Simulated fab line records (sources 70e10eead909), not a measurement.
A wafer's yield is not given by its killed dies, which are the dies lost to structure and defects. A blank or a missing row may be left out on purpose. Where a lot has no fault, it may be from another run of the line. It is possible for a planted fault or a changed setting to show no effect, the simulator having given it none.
Chamber matching	flow nandHarc	rieDiel-12 running NHARC_A_STAIRCASE_TRIM_12: 4 sister chambers
The step chemistry O2, time 211.2 s. 4 wafers are shown with their chamber, then 11 later ones without.

== WAFERS WITH THEIR CHAMBER ==
wafer	chamber	drypumpMotorCurrentA (A)
L086.1	2	5.5
L086.2	1	6.0
L086.4	3	4.7
L088.2	0	5.8

== WAFERS WITHOUT THEIR CHAMBER ==
wafer	drypumpMotorCurrentA (A)
L088.4	5.4
L088.6	4.7
L091.1	5.9
L091.3	5.4
L091.6	5.8
L094.3	4.7
L094.4	5.8
L094.6	5.8
L097.1	5.8
L097.2	6.0
L097.6	5.8

== THE CHAMBER EACH PASSED THROUGH ==
wafer	from the rows above	in truth
L088.4	2	2
L088.6	3	3
L091.1	can't be placed: 1 or 0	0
L091.3	2	2
L091.6	0	0
L094.3	3	3
L094.4	0	0
L094.6	0	0
L097.1	0	0
L097.2	1	1
L097.6	0	0
Correct placement for 10 of the 11. From these rows, 1 cannot be placed; in 1 the true chamber is one of the candidates. Placed wrongly: 0.
How it was worked out, from the rows above alone: a wafer's distance from a chamber is the root of the sum, over the readings, of the square of ((its reading less the chamber's mean) divided by the reading's scatter). If the next closest chamber is less than 2 further off than the closest, the wafer can't be placed; otherwise it belongs to the closest. For every chamber, the mean is computed from those of its wafers that are shown. The scatter (one wafer shown for each chamber): square how far every hidden wafer sits from the nearest shown wafer, average those squares and take the square root.
